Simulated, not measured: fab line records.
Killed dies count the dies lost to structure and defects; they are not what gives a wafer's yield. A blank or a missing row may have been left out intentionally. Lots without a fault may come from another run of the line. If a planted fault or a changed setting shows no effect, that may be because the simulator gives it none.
The tool behind it: which one?	flow nand harc	at 1 step of a route of 1159, 6 lots with 18 wafers sampled

WHAT EACH GAUGE READ, for each wafer
NHARC_P_STI_INSPECT_11.
lot	measured	on	raw defect count
L801	day 2 13:53	defect inspect-02	6 5 4
L805	day 3 17:23	defect inspect-02	6 9 7
L813	day 5 20:20	defect inspect-01	6 9 9
L816	day 6 13:06	defect inspect-02	6 7 2
L820	day 7 10:58	defect inspect-01	6 2 1
L823	day 8 01:43	defect inspect-02	6 4 3

TOOL THAT RAN EACH LOT (tool first, then ch and the chambers of the sampled wafers, then the start)
Record: no process step prior to these readings.

THE ANSWER, worked out from the rows above alone
Rule: the lots themselves supply what counts as usual. The widest of any qualifying gaps counts: lots, ordered by their means at a reading, are off when they make up no more than a third of the lots, leave a main group of 4 or more, and stand apart from it by 3 or more times the standard deviation of that group's means. Not used: any main group whose means are identical at the precision the tables above print for the reading. A lot without any number at a reading at which 4 lots or more have one is off too. Where the step has rows for the other lots, those lots are counted as sound.
None of the lots is off at any reading shown; this tells nothing.

WHAT HAD BEEN PUT IN BY THE SIMULATOR
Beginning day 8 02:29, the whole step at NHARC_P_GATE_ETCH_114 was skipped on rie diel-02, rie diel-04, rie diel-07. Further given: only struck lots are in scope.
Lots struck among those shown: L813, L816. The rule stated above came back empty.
